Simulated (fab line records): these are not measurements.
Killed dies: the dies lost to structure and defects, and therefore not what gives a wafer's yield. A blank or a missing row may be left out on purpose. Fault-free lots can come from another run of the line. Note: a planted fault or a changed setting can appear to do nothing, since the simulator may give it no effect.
Which of the tools did it? | flow nand_harc | 33 wafers from 11 lots sampled at 5 of the route's 1302 steps

## WHAT EACH GAUGE READ, for each wafer
NHARC_A_CHANNEL_HOLE_D1_OVL_MEAS_11. Usual: overlay_x_nm 0.2 nm, standard deviation 0.92; overlay_y_nm 0.4 nm, standard deviation 0.75.
lot  | measured     | on         | overlay_x_nm (nm) | overlay_y_nm (nm) | flag
L333 | day 8 19:29  | overlay-01 | 1.3 0.9 1.2       | 1.6 1.1 0.9       |
L339 | day 10 17:49 | overlay-02 | -0.1 -0.8 -0.3    | 0.5 1.2 0.9       |
L338 | day 10 18:15 | overlay-01 | 1.7 1.4 0.7       | -0.2 0.1 -0.1     |
L340 | day 11 17:04 | overlay-01 | 1.2 1.4 1.2       | 0.4 0.7 0.5       |
L348 | day 14 23:13 | overlay-01 | 0.4 0.5 0.1       | -0.2 0.1 0.4      |
L349 | day 14 23:48 | overlay-02 | -0.4 -1.1 -0.4    | 0.0 0.1 0.0       |
L350 | day 15 20:33 | overlay-02 | -0.5 -0.5 -0.7    | 0.2 0.1 0.5       |
L351 | day 15 20:48 | overlay-01 | 0.8 0.7 0.6       | -0.4 -0.1 0.0     |
L352 | day 16 03:24 | overlay-01 | -1.1 -1.2 -1.4    | -0.1 -0.6 0.2     |
L354 | day 17 08:30 | overlay-01 | 2.3 2.4 1.6       | 1.0 1.1 1.4       |
L356 | day 17 21:07 | overlay-02 | 0.4 0.6 0.3       | 1.9 1.5 1.5       |

NHARC_END_SORT_01. Usual: killed_at_array 59, standard deviation 21; killed_at_other 1.0, standard deviation 1.1; killed_at_periphery 4.0, standard deviation 2.6; killed_dies 64, standard deviation 21; killed_open 3.2, standard deviation 1.7; killed_short 2.5, standard deviation 1.5.
lot  | measured     | on        | killed_at_array | killed_at_other | killed_at_periphery | killed_dies | killed_open | killed_short | flag
L333 | day 25 18:26 | prober-02 | 19 29 28        | 0 0 2           | 2 6 3               | 21 35 33    | 3 3 4       | 0 4 2        |
L339 | day 27 14:42 | prober-01 | 674 675 671     | 0 0 0           | 3 2 6               | 677 677 677 | 5 2 3       | 1 2 3        | OFF
L338 | day 27 06:09 | prober-01 | 676 674 673     | 0 1 0           | 1 2 4               | 677 677 677 | 5 4 1       | 2 0 3        | OFF
L340 | day 27 18:27 | prober-02 | 674 675 676     | 0 1 0           | 3 1 1               | 677 677 677 | 3 3 1       | 2 2 0        | OFF
L348 | day 30 17:33 | prober-02 | 68 71 66        | 0 3 5           | 2 3 6               | 70 77 77    | 2 4 4       | 3 4 3        |
L349 | day 30 09:40 | prober-02 | 45 53 60        | 0 1 1           | 3 6 5               | 48 60 66    | 3 3 2       | 0 1 2        |
L350 | day 32 20:26 | prober-01 | 110 97 88       | 3 1 0           | 5 0 8               | 118 98 96   | 4 4 0       | 4 1 1        |
L351 | day 32 08:13 | prober-01 | 59 59 57        | 1 1 0           | 5 6 3               | 65 66 60    | 6 4 5       | 2 1 6        |
L352 | day 32 20:58 | prober-02 | 63 62 56        | 0 0 2           | 4 0 4               | 67 62 62    | 4 1 5       | 5 1 5        |
L354 | day 33 06:11 | prober-01 | 61 59 62        | 1 0 1           | 8 4 5               | 70 63 68    | 3 3 6       | 5 2 1        |
L356 | day 33 14:02 | prober-01 | 47 56 50        | 1 1 0           | 4 3 1               | 52 60 51    | 3 1 3       | 3 3 1        |

## WHAT TOOL EACH LOT RAN ON (gives the tool, then ch and the chambers of the sampled wafers, and finally the start)
lot  | NHARC_A_CHANNEL_HOLE_D1_ETCH_16    | NHARC_A_CHANNEL_HOLE_D1_ETCH_21  | NHARC_A_CHANNEL_HOLE_D1_STRIP_27
L333 | rie_diel-09 ch 0,1,3, day 8 20:17  | har_etch-01 ch 0,1, day 8 23:26  | rie_diel-07 ch 0,1,3, day 25 18:26 or earlier
L339 | rie_diel-07 ch 0,2,3, day 10 18:33 | har_etch-02 ch 0,1, day 10 19:40 | rie_diel-09 ch 0,3, day 27 14:42 or earlier
L338 | rie_diel-12 ch 0,2,3, day 10 18:56 | har_etch-01 ch 0,1, day 10 19:57 | rie_diel-12 ch 1,2,3, day 27 06:09 or earlier
L340 | rie_diel-09 ch 1,2, day 11 17:41   | har_etch-01 ch 0,1, day 11 18:59 | rie_diel-07 ch 0,1,3, day 27 18:27 or earlier
L348 | rie_diel-07 ch 0,1,3, day 14 23:57 | har_etch-01 ch 0,1, day 15 05:46 | rie_diel-07 ch 0,2,3, day 30 17:33 or earlier
L349 | rie_diel-12 ch 0,1,3, day 15 00:29 | har_etch-02 ch 0,1, day 15 08:02 | rie_diel-12 ch 1,2,3, day 30 09:40 or earlier
L350 | rie_diel-09 ch 0,1, day 15 21:11   | har_etch-02 ch 0,1, day 15 22:19 | rie_diel-09 ch 0,2, day 32 20:26 or earlier
L351 | rie_diel-07 ch 0,1,2, day 15 21:26 | har_etch-01 ch 0,1, day 15 22:46 | rie_diel-07 ch 0,1,3, day 32 08:13 or earlier
L352 | rie_diel-09 ch 0,1, day 16 04:05   | har_etch-01 ch 0,1, day 16 05:10 | rie_diel-07 ch 1,2,3, day 32 20:58 or earlier
L354 | rie_diel-07 ch 1,2,3, day 17 09:11 | har_etch-01 ch 0,1, day 17 15:59 | rie_diel-07 ch 0,1,2, day 33 06:11 or earlier
L356 | rie_diel-07 ch 0,2,3, day 17 21:55 | har_etch-02 ch 0,1, day 18 02:41 | rie_diel-07 ch 0,3, day 33 14:02 or earlier
- NHARC_A_CHANNEL_HOLE_D1_ETCH_16: etches the open film in O2/COS, target depth 3100 nm, time 806 s.
- NHARC_A_CHANNEL_HOLE_D1_ETCH_21: etches the open film in C4F8/O2/Ar, time 514.3 s, target depth 1600 nm.
- NHARC_A_CHANNEL_HOLE_D1_STRIP_27: strips in O2.

## WHAT THE TOOLS THEMSELVES READ (means of the sampled wafers that have a number; where no wafer has one, the mark that the record gives instead)
NHARC_A_CHANNEL_HOLE_D1_ETCH_16. Usual: bias_w 300.0 W, standard deviation 0.89; chamber_pressure_mTorr 20.001 mTorr, standard deviation 0.02; drypump_motor_current_A 5.9 A, standard deviation 0.47; oes_product_au 1.004 a.u., standard deviation 0.014; rf_fwd_power_W 499.3 W, standard deviation 1.6; rf_vpp_V 314.7 V, standard deviation 1.2; showerhead_plenum_p_Torr 3.16 Torr, standard deviation 0.062; throttle_valve_pct 28.329 %, standard deviation 0.0087.
lot  | tool        | bias_w (W) | chamber_pressure_mTorr (mTorr) | drypump_motor_current_A (A) | oes_product_au (a.u.) | rf_fwd_power_W (W) | rf_vpp_V (V) | showerhead_plenum_p_Torr (Torr) | throttle_valve_pct (%) | flag
L333 | rie_diel-09 | 299.6      | 19.998                         | 5.8                         | 1.005                 | 499.3              | 314.8        | 3.24                            | 28.331                 |
L339 | rie_diel-07 | -          | -                              | -                           | -                     | -                  | -            | -                               | -                      | OFF
L338 | rie_diel-12 | -          | -                              | -                           | -                     | -                  | -            | -                               | -                      | OFF
L340 | rie_diel-09 | -          | -                              | -                           | -                     | -                  | -            | -                               | -                      | OFF
L348 | rie_diel-07 | 300.7      | 20.007                         | 5.6                         | 1.014                 | 498.4              | 315.6        | 3.18                            | 28.329                 |
L349 | rie_diel-12 | 300.0      | 20.021                         | 6.1                         | 1.013                 | 499.2              | 313.1        | 3.03                            | 28.334                 |
L350 | rie_diel-09 | 300.8      | 20.023                         | 5.4                         | 0.985                 | 500.2              | 315.4        | 3.17                            | 28.329                 |
L351 | rie_diel-07 | 300.4      | 19.999                         | 5.8                         | 1.014                 | 500.8              | 314.9        | 3.17                            | 28.331                 |
L352 | rie_diel-09 | 300.3      | 20.001                         | 5.4                         | 0.995                 | 501.1              | 315.5        | 3.17                            | 28.331                 |
L354 | rie_diel-07 | 300.3      | 19.982                         | 6.0                         | 1.006                 | 497.7              | 314.8        | 3.16                            | 28.328                 |
L356 | rie_diel-07 | 299.5      | 19.993                         | 6.0                         | 1.007                 | 499.3              | 314.5        | 3.17                            | 28.328                 |

NHARC_A_CHANNEL_HOLE_D1_ETCH_21. Usual: c4f8_flow_sccm 89.27 sccm, standard deviation 0.27; chamber_pressure_mTorr 20.000 mTorr, standard deviation 0.017; drypump_motor_current_A 5.6 A, standard deviation 0.58; showerhead_plenum_p_Torr 3.706 Torr, standard deviation 0.025; throttle_valve_pct 32.154 %, standard deviation 0.0092.
lot  | tool        | c4f8_flow_sccm (sccm) | chamber_pressure_mTorr (mTorr) | drypump_motor_current_A (A) | showerhead_plenum_p_Torr (Torr) | throttle_valve_pct (%) | flag
L333 | har_etch-01 | 89.16                 | 19.986                         | 5.6                         | 3.734                           | 32.166                 |
L339 | har_etch-02 | 88.92                 | 19.983                         | 5.9                         | 3.739                           | 32.162                 |
L338 | har_etch-01 | 89.63                 | 19.994                         | 5.7                         | 3.721                           | 32.156                 |
L340 | har_etch-01 | 89.31                 | 19.984                         | 5.6                         | 3.717                           | 32.158                 |
L348 | har_etch-01 | 89.08                 | 20.005                         | 5.7                         | 3.688                           | 32.159                 |
L349 | har_etch-02 | 89.24                 | 19.997                         | 5.3                         | 3.694                           | 32.161                 |
L350 | har_etch-02 | 89.47                 | 19.994                         | 5.9                         | 3.703                           | 32.145                 |
L351 | har_etch-01 | 89.23                 | 19.997                         | 5.7                         | 3.680                           | 32.149                 |
L352 | har_etch-01 | 89.35                 | 19.997                         | 5.7                         | 3.678                           | 32.152                 |
L354 | har_etch-01 | 89.12                 | 19.992                         | 5.7                         | 3.669                           | 32.160                 |
L356 | har_etch-02 | 89.42                 | 20.011                         | 5.9                         | 3.688                           | 32.165                 |

NHARC_A_CHANNEL_HOLE_D1_STRIP_27. Usual: drypump_motor_current_A 5.9 A, standard deviation 0.48; oes_product_au 1.003 a.u., standard deviation 0.015; rf_vpp_V 57.8 V, standard deviation 0.84; showerhead_plenum_p_Torr 3.56 Torr, standard deviation 0.07; throttle_valve_pct 17.035 %, standard deviation 0.0083.
lot  | tool        | drypump_motor_current_A (A) | oes_product_au (a.u.) | rf_vpp_V (V) | showerhead_plenum_p_Torr (Torr) | throttle_valve_pct (%) | flag
L333 | rie_diel-07 | 5.6                         | 1.000                 | 57.9         | 3.60                            | 17.038                 |
L339 | rie_diel-09 | 5.8                         | 1.012                 | 57.7         | 3.60                            | 17.040                 |
L338 | rie_diel-12 | 5.8                         | 0.999                 | 57.8         | 3.49                            | 17.035                 |
L340 | rie_diel-07 | 5.6                         | 1.001                 | 58.4         | 3.59                            | 17.030                 |
L348 | rie_diel-07 | 6.0                         | 1.001                 | 57.7         | 3.59                            | 17.037                 |
L349 | rie_diel-12 | 5.8                         | 1.018                 | 57.4         | 3.48                            | 17.036                 |
L350 | rie_diel-09 | 5.4                         | 1.000                 | 57.5         | 3.57                            | 17.034                 |
L351 | rie_diel-07 | 5.6                         | 1.008                 | 57.6         | 3.59                            | 17.032                 |
L352 | rie_diel-07 | 6.0                         | 1.008                 | 58.3         | 3.57                            | 17.028                 |
L354 | rie_diel-07 | 5.9                         | 1.003                 | 58.4         | 3.58                            | 17.036                 |
L356 | rie_diel-07 | 5.8                         | 1.000                 | 57.1         | 3.59                            | 17.034                 |

## THE ANSWER, worked out from the rows above alone
Rule: lot off if the mean of its wafers having a number is beyond 3 standard deviations from the usual mean. A lot without any number at a reading at which 4 lots or more have one is off too. Any other lot the step has rows for is counted as sound. First the gauges in route order, then the tools' own readings, where a lot's mean is used as printed above. The first step at which some lot is off is used, and at that step the reading that is off furthest; a lot without a number counts as furthest.
Off, at NHARC_END_SORT_01 on killed_at_array: L339, L338, L340.
A tool fits if, at a process step before that reading, it ran every lot that is off, and no sound lot after the first of them. The gauges at NHARC_END_SORT_01 aren't tried: what is off there is off at NHARC_A_CHANNEL_HOLE_D1_ETCH_16 too, on other tools, and a gauge's error can't cause that. Because NHARC_A_CHANNEL_HOLE_D1_STRIP_27 lacks a start for some lots, the hours and order of its lots are taken from NHARC_END_SORT_01. No candidate that was tried fits.

## WHAT THE SIMULATOR HAD PUT IN
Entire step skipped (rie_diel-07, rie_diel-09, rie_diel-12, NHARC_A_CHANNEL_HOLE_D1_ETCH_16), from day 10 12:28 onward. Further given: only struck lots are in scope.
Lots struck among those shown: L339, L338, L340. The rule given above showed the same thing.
